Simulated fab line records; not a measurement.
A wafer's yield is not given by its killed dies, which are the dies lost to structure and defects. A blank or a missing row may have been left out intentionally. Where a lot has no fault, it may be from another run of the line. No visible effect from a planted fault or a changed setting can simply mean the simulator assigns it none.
Split-lot study    flow n5 finfet    route with 1938 steps; 7 lots, 21 wafers read

== THE SPLIT ITSELF ==
At N5_BEOL_M3_ETCH_41 (etches SiCN in CH3F/O2, target depth 29.9 nm, time 52.5 s), the setting target depth a was moved away from the recipe's 299 angstrom on 4 of the 21 wafers read, by -11.2% to -10.8%. The other wafers ran this setting at the recipe's value.

The reading comes from the split's own step.

== THE READING ==
etch.depth nm (the simulator's own value, which no gauge read), in nm, at N5_BEOL_M3_ETCH_41 (etches SiCN in CH3F/O2, target depth 29.9 nm, time 52.5 s). The file does not state a usual value for it. Average 19.85 nm, standard deviation 0.34 nm, over the 17 wafers here run with the recipe.

wafer   tool, chamber at the split  target depth a as run, angstrom  against the recipe  etch.depth nm, nm  against lot-mates on the recipe
L077.1  rie diel-05, 2              299                              recipe              19.68              -
L077.2  rie diel-05, 0              299                              recipe              20.42              -
L077.5  rie diel-05, 3              299                              recipe              19.95              -
L078.1  rie diel-05, 0              299                              recipe              20.44              -
L078.5  rie diel-05, 3              265.6                            -11.2%              17.77              -2.39
L078.6  rie diel-05, 2              299                              recipe              19.89              -
L081.3  rie diel-05, 1              299                              recipe              19.27              -
L081.4  rie diel-05, 2              299                              recipe              19.67              -
L081.5  rie diel-05, 0              299                              recipe              20.12              -
L083.1  rie diel-05, 1              299                              recipe              19.3               -
L083.3  rie diel-05, 0              299                              recipe              20.2               -
L083.4  rie diel-05, 3              299                              recipe              19.86              -
L087.2  rie diel-05, 1              266.6                            -10.8%              17.26              -2.75
L087.3  rie diel-05, 3              299                              recipe              20.01              -
L087.4  rie diel-05, 2              266.6                            -10.8%              17.61              -2.40
L091.3  rie diel-05, 0              266.2                            -11.0%              18.46              -1.01
L091.4  rie diel-05, 2              299                              recipe              19.65              -
L091.6  rie diel-05, 1              299                              recipe              19.29              -
L096.2  rie diel-06, 3              299                              recipe              19.73              -
L096.3  rie diel-06, 1              299                              recipe              19.96              -
L096.5  rie diel-06, 2              299                              recipe              19.95              -

FIT RESULTS
A straight line over all 21 wafers: etch.depth nm changes by +0.189 nm for each +1% of target depth a; r = +0.91; the points scatter about the line by 0.38 nm.
The same after taking each lot's own level away (the mean of its wafers on the recipe; 21 wafers): +0.195 nm for each +1%; r = +0.91; scatter 0.4 nm.
That fit puts the effect of the largest move of target depth a on the reading at 2.2 nm.
The lots' own levels span 19.470 to 20.165 nm, that is 2.0 times the standard deviation above.
The two slopes agree, so the slope changes little with the lot-to-lot level.
Check: for one of the wafers moved furthest among these (-11.2%), held out of the fit, the line's prediction against its lot-mates is -2.1 nm. It came out at -2.39 nm against them.

== FURTHER SPLITS ON THESE WAFERS ==
Note: prior to the reading, these wafers also went through further splits. Each is held against what the fit with the lots' levels taken away leaves over:
other split on the same wafers         wafers away from the commonest value  r with etch.depth nm (lot level and that fit taken away)
N5_SD_ACTIVATION_LSA_01 temp c         5                                     -0.21
N5_SDB_ALD_29 ald cycles               8                                     -0.22
N5_MOL_CONTACT_COAG_COAT_58 spin rpm   7                                     -0.14
N5_MOL_CONTACT_COAG_EXPOSE_37 dose mj  7                                     +0.04
N5_BEOL_M0_SAQP_DESCUM_19 time s       6                                     +0.09
N5_BEOL_M0_ETCH_128 source w           4                                     -0.08
N5_BEOL_M2_EXPOSE_25 dose mj           9                                     -0.02
N5_BEOL_M3_TRENCH_ETCH_37 bias w       7                                     +0.18

== FILE'S OWN FIT ==
etch.depth nm changes by +0.181 nm for each +1% of target depth a, r = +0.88.
